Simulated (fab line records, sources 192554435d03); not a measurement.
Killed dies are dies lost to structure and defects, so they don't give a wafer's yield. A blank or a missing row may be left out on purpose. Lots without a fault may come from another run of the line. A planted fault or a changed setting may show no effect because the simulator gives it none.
Problem report in the 8D (eight disciplines) form, filled by code | flow n5_finfet | the parts of the form that need people (team, actions taken, sign-off) are left out

1. THE PROBLEM
trench_depth_nm at N5_BEOL_M6_OCD_MEAS_38 reads a mean of 103.0 nm on 1 wafer of 1 lot; wafers without a fault read 94.2 nm with a standard deviation of 1.7. That is +5.2 standard deviations from the usual mean.
First seen on wafer L109.4, day 11 23:03, on ocd-01. The record holds 24 wafers of 8 lots with a number at this step. Rule for "out", or "out of limits": more than 4 standard deviations from the usual mean. The other wafers with a number count as sound.

2. WHAT IT IS AND WHAT IT IS NOT
question                    | is                | is not
which readings at this step | trench_depth_nm   | -
which lots                  | L109              | L106, L118, L119, L123, L126, L127, L128
which wafers of those lots  | L109.4            | L109.5, L109.6
read on which gauges        | ocd-01            | ocd-02
when                        | from day 11 23:03 | up to then (5 sound wafers); but 18 sound wafers of L118, L119, L123, L126, L127, L128 came after

3. SUSPECTS, AND WHAT RULES EACH OUT
Counting: a tool at a process step up to the reading stays a suspect if it ran every lot that is out. Sound lots after the first of them don't rule it out here, since some wafers of a struck lot are sound.
- the gauge at N5_BEOL_M6_OCD_MEAS_38: ruled out. All the wafers that are out were read on ocd-01, but those of them that N5_BEOL_M6_TRENCH_ETCH_37 has rows for are out there too, on other tools.
- rie_diel-04 at N5_BEOL_M6_ETCH_66 (etches SOC in N2/H2, target depth 80 nm, overetch 16 nm, time 120 s): kept. It ran the lot that is out, L109 (day 11 22:41); its last sound lot up to then is L106 (day 10 14:32).
- rie_diel-04 at N5_BEOL_M6_STRIP_36 (strips in N2/H2): kept. It ran the lot that is out, L109 (day 11 22:51); its last sound lot up to then is L106 (day 10 14:41).
- rie_diel-04 at N5_BEOL_M6_TRENCH_ETCH_37 (etches SiCOH lowk in C4F6/O2, target depth 94.435 nm, time 31.5 s): kept. It ran the lot that is out, L109 (day 11 22:53); its last sound lot up to then is L106 (day 10 14:43). Its own readings are out on those wafers: rf_fwd_power_W, rf_vpp_V.
- Within rie_diel-04 at N5_BEOL_M6_ETCH_66: the wafers that are out ran in chamber 0; their sound lot-mates ran in chambers 1, 2.
- Within rie_diel-04 at N5_BEOL_M6_STRIP_36: the wafers that are out ran in chamber 0; their sound lot-mates ran in chambers 1, 2.
- Within rie_diel-04 at N5_BEOL_M6_TRENCH_ETCH_37: the wafers that are out ran in chamber 0; their sound lot-mates ran in chambers 1, 2.
Left after counting: rie_diel-04 at N5_BEOL_M6_ETCH_66, rie_diel-04 at N5_BEOL_M6_STRIP_36, rie_diel-04 at N5_BEOL_M6_TRENCH_ETCH_37.

4. THE CAUSE (what the simulator had put in)
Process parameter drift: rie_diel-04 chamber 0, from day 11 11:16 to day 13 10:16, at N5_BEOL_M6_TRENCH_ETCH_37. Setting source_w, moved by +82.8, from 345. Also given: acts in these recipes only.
Counting left 3 suspects, and this tool is among them.

5. THE CHAIN OF EFFECTS, in route order
Each row: a reading whose mean over the struck wafers that have a number lies more than 3 standard deviations from the usual. Only readings for which the record gives a usual standard deviation are gone through. hours: the time from each lot's start at the first step in this table that gives one to its start at this step, as a median over the lots. sigmas: the change in usual standard deviations.
hours | step                      | reading         | usual        | on struck wafers | change | sigmas
0     | N5_BEOL_M6_TRENCH_ETCH_37 | oes_f_703_au    | 0.83 a.u.    | 1.15             | +0.32  | +3.6
0     | N5_BEOL_M6_TRENCH_ETCH_37 | oes_o_777_au    | 0.83 a.u.    | 1.12             | +0.29  | +3.2
0     | N5_BEOL_M6_TRENCH_ETCH_37 | rf_fwd_power_W  | 340.5 W      | 422.9            | +82.4  | +48
0     | N5_BEOL_M6_TRENCH_ETCH_37 | rf_vpp_V        | 666 V        | 602              | -64    | -9.8
0     | N5_BEOL_M6_OCD_MEAS_38    | trench_depth_nm | 94.2 nm      | 103.0            | +8.8   | +5.2
3     | N5_BEOL_M6_THK_MEAS_53    | M6_THK          | 78.9 nm      | 86.9             | +8.0   | +4.2
4     | N5_BEOL_M6_RS_MEAS_57     | M6_RS           | 0.287 ohm/sq | 0.257            | -0.030 | -3.7
The process steps in it:
- N5_BEOL_M6_TRENCH_ETCH_37: etches SiCOH lowk in C4F6/O2, target depth 94.435 nm, time 31.5 s.

6. WHAT WOULD HAVE CAUGHT IT SOONER
In this record the first reading out of limits at a measuring or inspecting step was taken at day 11 23:03, 12 hours after the fault began at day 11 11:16.
The tool's own readings at N5_BEOL_M6_TRENCH_ETCH_37 were out on every struck wafer that the step has a row for (rf_fwd_power_W, rf_vpp_V): an alarm limit on them would have fired on the first of those.
All the lots that are out (1) had begun N5_BEOL_M6_TRENCH_ETCH_37 on rie_diel-04 by day 11 23:03. A hold on the tool at that time would have spared none of them.
